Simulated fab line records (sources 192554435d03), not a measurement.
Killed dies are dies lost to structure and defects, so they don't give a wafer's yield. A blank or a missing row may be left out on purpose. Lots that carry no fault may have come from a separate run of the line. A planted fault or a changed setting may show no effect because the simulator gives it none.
Matching of chambers || flow n5-finfet || N5_BEOL_M3_ETCH_64 on rie-diel-01: 4 sister chambers
The step etches SOC in N2/H2, target depth 75 nm, overetch 15 nm, time 112.5 s. 22 wafers are shown with their chamber, then 11 later ones without.

## WAFERS, EACH WITH ITS CHAMBER
{"wafer": "L075.1", "chamber": 0, "showerhead-plenum-p-Torr (Torr)": 2.48, "throttle-valve-pct (%)": 17.27, "drypump-motor-current-A (A)": 6.3}
{"wafer": "L075.3", "chamber": 1, "showerhead-plenum-p-Torr (Torr)": 2.42, "throttle-valve-pct (%)": 17.52, "drypump-motor-current-A (A)": 5.4}
{"wafer": "L075.4", "chamber": 2, "showerhead-plenum-p-Torr (Torr)": 2.56, "throttle-valve-pct (%)": 18.06, "drypump-motor-current-A (A)": 5.9}
{"wafer": "L076.1", "chamber": 0, "showerhead-plenum-p-Torr (Torr)": 2.48, "throttle-valve-pct (%)": 17.28, "drypump-motor-current-A (A)": 6.3}
{"wafer": "L076.4", "chamber": 1, "showerhead-plenum-p-Torr (Torr)": 2.42, "throttle-valve-pct (%)": 17.51, "drypump-motor-current-A (A)": 5.4}
{"wafer": "L076.6", "chamber": 2, "showerhead-plenum-p-Torr (Torr)": 2.56, "throttle-valve-pct (%)": 18.06, "drypump-motor-current-A (A)": 5.8}
{"wafer": "L078.2", "chamber": 2, "showerhead-plenum-p-Torr (Torr)": 2.56, "throttle-valve-pct (%)": 18.07, "drypump-motor-current-A (A)": 5.9}
{"wafer": "L078.3", "chamber": 3, "showerhead-plenum-p-Torr (Torr)": 2.44, "throttle-valve-pct (%)": 17.67, "drypump-motor-current-A (A)": 6.2}
{"wafer": "L078.6", "chamber": 2, "showerhead-plenum-p-Torr (Torr)": 2.56, "throttle-valve-pct (%)": 18.07, "drypump-motor-current-A (A)": 5.9}
{"wafer": "L080.2", "chamber": 2, "showerhead-plenum-p-Torr (Torr)": 2.55, "throttle-valve-pct (%)": 18.09, "drypump-motor-current-A (A)": 5.9}
{"wafer": "L080.3", "chamber": 1, "showerhead-plenum-p-Torr (Torr)": 2.42, "throttle-valve-pct (%)": 17.53, "drypump-motor-current-A (A)": 5.4}
{"wafer": "L080.4", "chamber": 0, "showerhead-plenum-p-Torr (Torr)": 2.48, "throttle-valve-pct (%)": 17.29, "drypump-motor-current-A (A)": 6.3}
{"wafer": "L081.3", "chamber": 3, "showerhead-plenum-p-Torr (Torr)": 2.43, "throttle-valve-pct (%)": 17.70, "drypump-motor-current-A (A)": 6.2}
{"wafer": "L081.4", "chamber": 2, "showerhead-plenum-p-Torr (Torr)": 2.55, "throttle-valve-pct (%)": 18.07, "drypump-motor-current-A (A)": 5.9}
{"wafer": "L081.5", "chamber": 0, "showerhead-plenum-p-Torr (Torr)": 2.48, "throttle-valve-pct (%)": 17.29, "drypump-motor-current-A (A)": 6.3}
{"wafer": "L083.1", "chamber": 2, "showerhead-plenum-p-Torr (Torr)": 2.55, "throttle-valve-pct (%)": 18.09, "drypump-motor-current-A (A)": 5.9}
{"wafer": "L083.2", "chamber": 1, "showerhead-plenum-p-Torr (Torr)": 2.42, "throttle-valve-pct (%)": 17.54, "drypump-motor-current-A (A)": 5.5}
{"wafer": "L083.4", "chamber": 3, "showerhead-plenum-p-Torr (Torr)": 2.43, "throttle-valve-pct (%)": 17.69, "drypump-motor-current-A (A)": 6.2}
{"wafer": "L087.2", "chamber": 0, "showerhead-plenum-p-Torr (Torr)": 2.48, "throttle-valve-pct (%)": 17.32, "drypump-motor-current-A (A)": 6.3}
{"wafer": "L087.4", "chamber": 2, "showerhead-plenum-p-Torr (Torr)": 2.55, "throttle-valve-pct (%)": 18.10, "drypump-motor-current-A (A)": 5.9}
{"wafer": "L087.6", "chamber": 0, "showerhead-plenum-p-Torr (Torr)": 2.48, "throttle-valve-pct (%)": 17.31, "drypump-motor-current-A (A)": 6.4}
{"wafer": "L088.1", "chamber": 2, "showerhead-plenum-p-Torr (Torr)": 2.55, "throttle-valve-pct (%)": 18.11, "drypump-motor-current-A (A)": 5.9}

SIGNATURES (averages over the wafers above)
{"reading": "showerhead-plenum-p-Torr", "chamber 0": 2.4800, "chamber 1": 2.4200, "chamber 2": 2.5544, "chamber 3": 2.4333, "scatter within a chamber": 0.00401}
{"reading": "throttle-valve-pct", "chamber 0": 17.2933, "chamber 1": 17.5250, "chamber 2": 18.0800, "chamber 3": 17.6867, "scatter within a chamber": 0.0172}
{"reading": "drypump-motor-current-A", "chamber 0": 6.317, "chamber 1": 5.425, "chamber 2": 5.889, "chamber 3": 6.200, "scatter within a chamber": 0.0371}
Rule: a wafer's distance from a chamber is the root of the sum, over the readings, of the square of ((its reading less the chamber's mean) divided by the reading's scatter). If the next closest chamber is less than 2 further off than the closest, the wafer can't be placed; otherwise it belongs to the closest. The scatter is the square root of a quotient: the sum, over the shown wafers, of each reading's squared deviation from its chamber's mean, divided by wafers minus chambers.

## WAFERS WITHOUT THEIR CHAMBER
{"wafer": "L088.3", "showerhead-plenum-p-Torr (Torr)": 2.47, "throttle-valve-pct (%)": 17.30, "drypump-motor-current-A (A)": 6.4}
{"wafer": "L088.4", "showerhead-plenum-p-Torr (Torr)": 2.55, "throttle-valve-pct (%)": 18.11, "drypump-motor-current-A (A)": 5.9}
{"wafer": "L094.1", "showerhead-plenum-p-Torr (Torr)": 2.47, "throttle-valve-pct (%)": 17.34, "drypump-motor-current-A (A)": 6.3}
{"wafer": "L094.2", "showerhead-plenum-p-Torr (Torr)": 2.54, "throttle-valve-pct (%)": 18.14, "drypump-motor-current-A (A)": 5.9}
{"wafer": "L094.5", "showerhead-plenum-p-Torr (Torr)": 2.54, "throttle-valve-pct (%)": 18.11, "drypump-motor-current-A (A)": 5.9}
{"wafer": "L095.2", "showerhead-plenum-p-Torr (Torr)": 2.47, "throttle-valve-pct (%)": 17.36, "drypump-motor-current-A (A)": 6.4}
{"wafer": "L095.3", "showerhead-plenum-p-Torr (Torr)": 2.54, "throttle-valve-pct (%)": 18.14, "drypump-motor-current-A (A)": 5.8}
{"wafer": "L095.4", "showerhead-plenum-p-Torr (Torr)": 2.41, "throttle-valve-pct (%)": 17.56, "drypump-motor-current-A (A)": 5.5}
{"wafer": "L097.2", "showerhead-plenum-p-Torr (Torr)": 2.42, "throttle-valve-pct (%)": 17.75, "drypump-motor-current-A (A)": 6.2}
{"wafer": "L097.3", "showerhead-plenum-p-Torr (Torr)": 2.41, "throttle-valve-pct (%)": 17.58, "drypump-motor-current-A (A)": 5.4}
{"wafer": "L097.4", "showerhead-plenum-p-Torr (Torr)": 2.47, "throttle-valve-pct (%)": 17.35, "drypump-motor-current-A (A)": 6.3}

## WHICH CHAMBER EACH ONE RAN IN
{"wafer": "L088.3", "from the rows above": 0, "in truth": 0}
{"wafer": "L088.4", "from the rows above": 2, "in truth": 2}
{"wafer": "L094.1", "from the rows above": 0, "in truth": 0}
{"wafer": "L094.2", "from the rows above": 2, "in truth": 2}
{"wafer": "L094.5", "from the rows above": 2, "in truth": 2}
{"wafer": "L095.2", "from the rows above": 0, "in truth": 0}
{"wafer": "L095.3", "from the rows above": 2, "in truth": 2}
{"wafer": "L095.4", "from the rows above": 1, "in truth": 1}
{"wafer": "L097.2", "from the rows above": 3, "in truth": 3}
{"wafer": "L097.3", "from the rows above": 1, "in truth": 1}
{"wafer": "L097.4", "from the rows above": 0, "in truth": 0}
Correct placement for 11 of the 11. Left unplaced by these rows: 0. Number placed wrongly: 0.
